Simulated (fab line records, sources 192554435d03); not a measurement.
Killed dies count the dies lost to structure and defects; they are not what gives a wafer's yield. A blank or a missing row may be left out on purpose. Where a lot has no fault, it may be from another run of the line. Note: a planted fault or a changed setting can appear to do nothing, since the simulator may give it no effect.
Check for tools in common | flow n5-finfet | 10 lots and 29 wafers in the sample

REASON IT WAS OPENED
Flagged at N5_BEOL_M3_CD_MEAS_11: reading cd-nm, on 2 of 10 lots. Wafers without a fault read 17.09 nm, standard deviation 0.22.
Rule: a lot gets a flag if all its wafers with a number sit over 4 standard deviations from that mean, or if no wafer of it has a number. The other lots count as sound.

lot  | measured     | on        | cd-nm (nm), wafer by wafer | flag
L878 | day 7 13:47  | cd-sem-01 | 17.17 17.43 16.91          |
L881 | day 8 06:55  | cd-sem-03 | 16.97 16.91 17.15          |
L882 | day 8 08:35  | cd-sem-03 | 15.20 15.65 15.46          | FLAGGED
L883 | day 8 18:02  | cd-sem-03 | 15.84 15.79 15.96          | FLAGGED
L884 | day 9 03:10  | cd-sem-02 | 16.79 16.89 17.04          |
L886 | day 9 10:18  | cd-sem-02 | 16.95 17.36 16.97          |
L889 | day 10 12:14 | cd-sem-03 | 17.03 17.15 17.07          |
L894 | day 11 13:18 | cd-sem-02 | 17.01 17.16                |
L895 | day 11 16:08 | cd-sem-01 | 16.63 17.40 16.99          |
L897 | day 12 02:28 | cd-sem-03 | 16.86 17.27 17.20          |
The numbers of the flagged lots are 15.65 nm on average: -1.44 nm against the usual, or -7 standard deviations.

WHICH TOOL RAN EACH LOT
Before the reading, the record contains 4 process steps out of a 1938-step route. Cell contents, in order: the tool; ch with the chambers the sampled wafers went through; the start.
lot  | flag    | N5_BEOL_M2_ANNEAL_95         | N5_BEOL_M2_DEP_57               | N5_BEOL_M3_HM_DEP_02         | N5_BEOL_M3_EXPOSE_08
L878 |         | pvd-sputter-01, day 7 11:04  | pecvd-03 ch 0,1,2, day 7 12:11  | pvd-sputter-02, day 7 13:23  | euv-scanner-02 ch 0, day 7 13:40
L881 |         | pvd-sputter-03, day 8 03:02  | pecvd-03 ch 1,2, day 8 04:09    | pvd-sputter-02, day 8 06:32  | euv-scanner-01 ch 0, day 8 06:47
L882 | FLAGGED | pvd-sputter-01, day 8 06:14  | pecvd-01 ch 1,2, day 8 07:37    | pvd-sputter-02, day 8 08:11  | euv-scanner-01 ch 0, day 8 08:28
L883 | FLAGGED | pvd-sputter-03, day 8 15:59  | pecvd-03 ch 0,1,2, day 8 17:07  | pvd-sputter-03, day 8 17:38  | euv-scanner-01 ch 0, day 8 17:54
L884 |         | pvd-sputter-02, day 9 00:14  | pecvd-03 ch 0,1, day 9 01:22    | pvd-sputter-02, day 9 02:38  | euv-scanner-02 ch 0, day 9 03:02
L886 |         | pvd-sputter-01, day 9 08:09  | pecvd-03 ch 0,1,2, day 9 09:16  | pvd-sputter-01, day 9 09:55  | euv-scanner-02 ch 0, day 9 10:11
L889 |         | pvd-sputter-02, day 10 08:58 | pecvd-02 ch 1,2, day 10 10:05   | pvd-sputter-03, day 10 11:43 | euv-scanner-02 ch 0, day 10 12:06
L894 |         | pvd-sputter-03, day 11 11:07 | pecvd-02 ch 0,1, day 11 12:15   | pvd-sputter-01, day 11 12:47 | euv-scanner-02 ch 0, day 11 13:10
L895 |         | pvd-sputter-02, day 11 12:18 | pecvd-01 ch 0,1,2, day 11 13:27 | pvd-sputter-03, day 11 15:44 | euv-scanner-02 ch 0, day 11 16:01
L897 |         | pvd-sputter-01, day 12 00:01 | pecvd-01 ch 0,1, day 12 01:14   | pvd-sputter-02, day 12 01:56 | euv-scanner-02 ch 0, day 12 02:20
What is done by these steps:
- N5_BEOL_M2_ANNEAL_95: time 240 s.
- N5_BEOL_M2_DEP_57: deposits SiCN from 3MS/NH3, target thk 8 nm, time 14 s.
- N5_BEOL_M3_HM_DEP_02: deposits TiN, target thk 20 nm.
- N5_BEOL_M3_EXPOSE_08: exposes mask M3.
- N5_BEOL_M3_CD_MEAS_11: target cd 17.05 nm.

FLAGGED OVER TOTAL, TOOL BY TOOL (the gauges that took the reading come last)
step                  | tool           | lots run | flagged | share of the flagged lots | sound lots run after its first flagged lot
N5_BEOL_M2_ANNEAL_95  | pvd-sputter-01 | 4        | 1       | some                      | 2 (L886,L897)
N5_BEOL_M2_ANNEAL_95  | pvd-sputter-02 | 3        | 0       | none                      | -
N5_BEOL_M2_ANNEAL_95  | pvd-sputter-03 | 3        | 1       | some                      | 1 (L894)
N5_BEOL_M2_DEP_57     | pecvd-01       | 3        | 1       | some                      | 2 (L895,L897)
N5_BEOL_M2_DEP_57     | pecvd-02       | 2        | 0       | none                      | -
N5_BEOL_M2_DEP_57     | pecvd-03       | 5        | 1       | some                      | 2 (L884,L886)
N5_BEOL_M3_HM_DEP_02  | pvd-sputter-01 | 2        | 0       | none                      | -
N5_BEOL_M3_HM_DEP_02  | pvd-sputter-02 | 5        | 1       | some                      | 2 (L884,L897)
N5_BEOL_M3_HM_DEP_02  | pvd-sputter-03 | 3        | 1       | some                      | 2 (L889,L895)
N5_BEOL_M3_EXPOSE_08  | euv-scanner-01 | 3        | 2       | all                       | 0
N5_BEOL_M3_EXPOSE_08  | euv-scanner-02 | 7        | 0       | none                      | -
N5_BEOL_M3_CD_MEAS_11 | cd-sem-01      | 2        | 0       | none                      | -
N5_BEOL_M3_CD_MEAS_11 | cd-sem-02      | 3        | 0       | none                      | -
N5_BEOL_M3_CD_MEAS_11 | cd-sem-03      | 5        | 2       | all                       | 2 (L889,L897)

THE TABLE: WHAT IT ALLOWS
Table rows that saw every flagged lot: 2, namely euv-scanner-01 at N5_BEOL_M3_EXPOSE_08 and cd-sem-03 at N5_BEOL_M3_CD_MEAS_11.
- euv-scanner-01 at N5_BEOL_M3_EXPOSE_08: 2 of its 3 lots flagged. A fault beginning between L881 (day 8 06:47), its last sound lot, and L882 (day 8 08:28), its first flagged one, fits the data. Its own readings lie more than 4 standard deviations out on every wafer of the flagged lots: exposure-dose-mJ-cm2.
- cd-sem-03 at N5_BEOL_M3_CD_MEAS_11: 2 of its 5 lots flagged. After the first flagged lot (L889, L897), sound lots still ran on it; a lasting fault on the whole tool would not permit that.
One tool is left: euv-scanner-01 at N5_BEOL_M3_EXPOSE_08.

WHAT THE SIMULATOR HAD PUT IN
Process parameters drifting: euv-scanner-01 at N5_BEOL_M3_EXPOSE_08, beginning at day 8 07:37. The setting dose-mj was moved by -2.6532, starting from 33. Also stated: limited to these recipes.
Struck lots among those shown: L882, L883. The same result came from the rule above.
